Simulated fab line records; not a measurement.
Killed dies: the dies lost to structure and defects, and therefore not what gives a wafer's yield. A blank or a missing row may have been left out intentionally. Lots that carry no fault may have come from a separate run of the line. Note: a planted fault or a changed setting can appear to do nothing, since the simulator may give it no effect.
Matching of chambers | flow nand harc | 3 sister chambers for NHARC_A_ONON_D1_DEP_33 on pecvd-01
The step deposits SiO2, target thk 200 nm. 3 wafers are shown with their chamber, then 11 later ones without.

== WAFERS, EACH WITH ITS CHAMBER ==
wafer  | chamber | heater power w (W)
L093.1 | 0       | 641
L093.3 | 1       | 603
L094.1 | 2       | 585

== WAFERS WITHOUT THEIR CHAMBER ==
wafer  | heater power w (W)
L094.4 | 634
L094.5 | 505
L095.1 | 490
L095.3 | 525
L095.4 | 530
L096.1 | 594
L096.2 | 592
L096.3 | 665
L097.1 | 669
L097.5 | 469
L097.6 | 688

== WHICH CHAMBER EACH ONE RAN IN ==
wafer  | from the rows above          | in truth
L094.4 | can't be placed: 0 or 1 or 2 | 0
L094.5 | can't be placed: 2 or 1 or 0 | 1
L095.1 | can't be placed: 2 or 1 or 0 | 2
L095.3 | can't be placed: 2 or 1 or 0 | 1
L095.4 | can't be placed: 2 or 1 or 0 | 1
L096.1 | can't be placed: 1 or 2 or 0 | 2
L096.2 | can't be placed: 2 or 1 or 0 | 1
L096.3 | can't be placed: 0 or 1 or 2 | 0
L097.1 | can't be placed: 0 or 1 or 2 | 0
L097.5 | can't be placed: 2 or 1 or 0 | 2
L097.6 | can't be placed: 0 or 1 or 2 | 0
Placed correctly: 0 of 11. These rows do not allow placing 11 (true chamber among the candidates in 11). Placed wrongly: 0.
How it was worked out, from the rows above alone: a wafer's distance from a chamber is the root of the sum, over the readings, of the square of ((its reading less the chamber's mean) divided by the reading's scatter). If the next closest chamber is less than 2 further off than the closest, the wafer can't be placed; otherwise it belongs to the closest. Each chamber's mean is taken over the wafers shown for it. The scatter (one wafer shown for each chamber): square how far every hidden wafer sits from the nearest shown wafer, average those squares and take the square root.
